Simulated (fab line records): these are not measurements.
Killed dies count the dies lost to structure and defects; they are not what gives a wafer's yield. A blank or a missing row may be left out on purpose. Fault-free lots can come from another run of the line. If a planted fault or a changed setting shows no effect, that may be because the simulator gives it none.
Chamber matching + flow n5Finfet + pecvd-01 running N5_BEOL_M10_ILD_DEP_00: 3 sister chambers
The step deposits SiCOH lowk from DEMS/porogen, target thk 308.51 nm, time 58 s. 3 wafers are shown with their chamber, then 12 later ones without.

WAFERS, EACH WITH ITS CHAMBER
| wafer  | chamber | throttleValvePct (%) |
|--------|---------|----------------------|
| L087.6 | 1       | 15.9                 |
| L088.5 | 2       | 12.9                 |
| L088.6 | 0       | 13.3                 |

WAFERS WHOSE CHAMBER IS MISSING
| wafer  | throttleValvePct (%) |
|--------|----------------------|
| L090.2 | 15.9                 |
| L090.4 | 13.0                 |
| L090.6 | 13.3                 |
| L091.1 | 12.8                 |
| L091.2 | 16.0                 |
| L091.4 | 15.8                 |
| L093.1 | 13.3                 |
| L093.2 | 15.8                 |
| L093.4 | 15.7                 |
| L095.1 | 13.1                 |
| L095.2 | 15.9                 |
| L095.3 | 12.9                 |

WHICH CHAMBER EACH WENT THROUGH
| wafer  | from the rows above     | in truth                   |
|--------|-------------------------|----------------------------|
| L090.2 | 1                       | 1                          |
| L090.4 | can't be placed: 2 or 0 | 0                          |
| L090.6 | 0                       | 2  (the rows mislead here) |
| L091.1 | 2                       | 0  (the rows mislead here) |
| L091.2 | 1                       | 1                          |
| L091.4 | 1                       | 1                          |
| L093.1 | 0                       | 0                          |
| L093.2 | 1                       | 1                          |
| L093.4 | 1                       | 1                          |
| L095.1 | can't be placed: 2 or 0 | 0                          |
| L095.2 | 1                       | 1                          |
| L095.3 | 2                       | 2                          |
Correctly placed: 8 of 12. Unplaceable from these rows: 2, with the true chamber sitting among the candidates in 2. 2 placed wrongly.
How it was worked out, from the rows above alone: a wafer's distance from a chamber is the root of the sum, over the readings, of the square of ((its reading less the chamber's mean) divided by the reading's scatter). If the next closest chamber is less than 2 further off than the closest, the wafer can't be placed; otherwise it belongs to the closest. For every chamber, the mean is computed from those of its wafers that are shown. The scatter: with one shown wafer a chamber, the root of the mean of the squares of how far each hidden wafer lies from its nearest shown one.
